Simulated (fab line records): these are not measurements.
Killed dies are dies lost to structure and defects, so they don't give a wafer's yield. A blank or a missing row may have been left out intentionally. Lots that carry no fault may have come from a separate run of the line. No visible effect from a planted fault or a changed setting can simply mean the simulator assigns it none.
A lot that was struck, set against a sound lot || flow nand-harc || 44 steps out of a route of 1302
Sound: the wafers L726.3, L726.4, L726.6. Wafers struck: L730.1, L730.3, L730.5. The cause is named last.
For every step that has rows: the tool of each side, followed by ch and its chambers, followed by its first start. Under that, the readings that differ: sound wafers || struck wafers || difference of the means || sigmas: that difference in standard deviations of wafers without a fault.
alike: a reading whose means differ by less than 2 such deviations, as well as words and numbers matching on both sides. not compared: withheld readings; readings where some wafer has no value; bounds like >300 that might hide an equal value; numbers whose values overlap and for which the record gives no deviation.
A row with sigmas, a row that says differs or no value, or rows on one side alone: a step with any of these is where the two part. When numbers do not overlap yet have no deviation, they are printed without sigmas and do not part them. A reading that every wafer of one side lacks parts them only if that side has two wafers or more.

NHARC_P_GATE_HM_OPEN_105: chemistry O2/COS, target depth 360 nm.
  sound on rie-diel-10 ch 0,1,3; struck on rie-diel-10 ch 1,2
  alike: drypump-motor-current-A, oes-product-au, rf-vpp-V, showerhead-plenum-p-Torr, throttle-valve-pct
  not compared: rf-hours-counter-h
then, 2 steps without rows for these wafers: NHARC_P_GATE_STRIP_106 (strips in O2/COS); NHARC_P_GATE_ETCH_114 (etches the open film in CF4/O2, target depth 30 nm, overetch 3 nm, time 16.5 s).
NHARC_P_GATE_ETCH_32: etches the open film in HBr/Cl2, target depth 150 nm, time 100.1 s.
  sound on rie-si-06 ch 0,1,3, day 7 14:28; struck on rie-si-06 ch 0,2, day 9 08:38
  alike: drypump-motor-current-A, oes-product-au, throttle-valve-pct
  not compared: rf-hours-counter-h
then, 1 step without rows for these wafers: NHARC_P_GATE_STRIP_108 (strips in O2).
NHARC_P_GATE_CD_MEAS_33:
  sound on cd-sem-03 at day 7 14:46; struck on cd-sem-01 at day 9 08:58
  alike: cd-nm
then, 4 steps without rows for these wafers: NHARC_P_GATE_STRIP_35 (strips in SPM, time 600 s); NHARC_P_GATE_PRECLEAN_73 (cleans in SC1); NHARC_P_GATE_SRD_74; NHARC_P_GATE_ALD_36 (deposits SiNx, target thk 20 nm, pulse time 60 s, ald cycles 223).
NHARC_P_GATE_ETCHBACK_37: etches the open film in CHF3/O2, target depth 34.5 nm, time 17.2 s.
  sound on rie-diel-06 ch 0,3; struck on rie-diel-06 ch 1,3
{"reading": "oes-product-au (a.u.)", "sound": "0.99 1.00 0.97", "struck": "0.91 0.92 0.92", "difference": -0.07, "sigmas": -2}
  alike: drypump-motor-current-A, rf-vpp-V, showerhead-plenum-p-Torr, throttle-valve-pct
  not compared: rf-hours-counter-h
then, 1 step without rows for these wafers: NHARC_P_GATE_STRIP_101 (strips in O2, time 20 s).
NHARC_P_GATE_PRECLEAN_97: cleans in SPM, time 600 s.
  sound on wet-bench-05 ch 0,4,7, day 8 02:56; struck on wet-bench-05 ch 3,6,7, day 9 19:11
then, 11 steps without rows for these wafers: NHARC_P_GATE_SRD_98; NHARC_P_GATE_PRECLEAN_99 (cleans in SC1); NHARC_P_GATE_SRD_100; NHARC_P_GATE_DEHYDRATE_38 (time 120 s); NHARC_P_GATE_HMDS_39 (time 30 s); NHARC_P_GATE_COAT_40; NHARC_P_GATE_SOFTBAKE_41 (time 95 s); NHARC_P_GATE_EBR_42; NHARC_P_GATE_EXPOSE_43 (exposes mask P NSD, target cd 720 nm); NHARC_P_GATE_PEB_44 (peb time 85 s); NHARC_P_GATE_DEVELOP_45 (time 70 s).
NHARC_P_GATE_CD_MEAS_46: target cd 720 nm.
  sound on cd-sem-03 ch 0, day 8 03:39; struck on cd-sem-02 ch 0, day 9 20:01
  alike: cd-nm
then, 1 step without rows for these wafers: NHARC_P_GATE_HARDBAKE_47 (time 80 s).
NHARC_P_GATE_DESCUM_48: chemistry O2, time 3 s.
  sound on rie-diel-06 ch 0,1, day 8 03:49; struck on rie-diel-10 ch 1,2, day 9 20:10
  alike: drypump-motor-current-A, oes-product-au, rf-vpp-V, showerhead-plenum-p-Torr, throttle-valve-pct
  not compared: rf-hours-counter-h
then, 2 steps without rows for these wafers: NHARC_P_GATE_IMPLANT_49; NHARC_P_GATE_STRIP_111 (strips in N2/H2, time 250 s).
NHARC_P_GATE_STRIP_75: strips in O2.
  sound on plasma-asher-02 ch 0,1, day 8 04:29; struck on plasma-asher-02 ch 0,1, day 9 20:50
  alike: drypump-motor-current-A, heater-power-w
  not compared: rf-hours-counter-h
then, 9 steps without rows for these wafers: NHARC_P_GATE_STRIP_50 (strips in SPM, time 900 s); NHARC_P_GATE_DEHYDRATE_51 (time 120 s); NHARC_P_GATE_HMDS_52 (time 30 s); NHARC_P_GATE_COAT_53; NHARC_P_GATE_SOFTBAKE_54 (time 95 s); NHARC_P_GATE_EBR_55; NHARC_P_GATE_EXPOSE_56 (exposes mask P PSD, target cd 720 nm); NHARC_P_GATE_PEB_57 (peb time 85 s); NHARC_P_GATE_DEVELOP_58 (time 70 s).
NHARC_P_GATE_CD_MEAS_59: target cd 720 nm.
  sound on cd-sem-01 ch 0, day 8 05:24; struck on cd-sem-03 ch 0, day 9 21:47
  alike: cd-nm
then, 2 steps without rows for these wafers: NHARC_P_GATE_HARDBAKE_60 (time 80 s); NHARC_P_GATE_DESCUM_61 (chemistry O2, time 3 s).
NHARC_P_GATE_INSPECT_68:
  sound on defect-inspect-01 at day 8 10:13; struck on defect-inspect-01 at day 10 02:43
{"reading": "raw-defect-count", "sound": "153 144 117", "struck": "613 563 570", "difference": "+444", "sigmas": "+4"}
-- break in the record here, with 18 days between the starts of the struck wafers on either side (left off in module P_GATE, picked up again in module END, where the first step shown is number 1302 on the route) --
NHARC_END_SORT_01:
  sound on prober-02 ch 0, day 27 06:07; struck on prober-02 ch 0, day 28 13:38
{"reading": "killed-at-periphery", "sound": "3 5 0", "struck": "37 54 77", "difference": "+53", "sigmas": "+19"}
  alike: killed-at-array, killed-at-other, killed-dies, killed-open, killed-short

## WHERE THEY PART
Last at NHARC_END_SORT_01 as far as this record goes, first at NHARC_P_GATE_ETCHBACK_37.

WHY: what the simulator had put in
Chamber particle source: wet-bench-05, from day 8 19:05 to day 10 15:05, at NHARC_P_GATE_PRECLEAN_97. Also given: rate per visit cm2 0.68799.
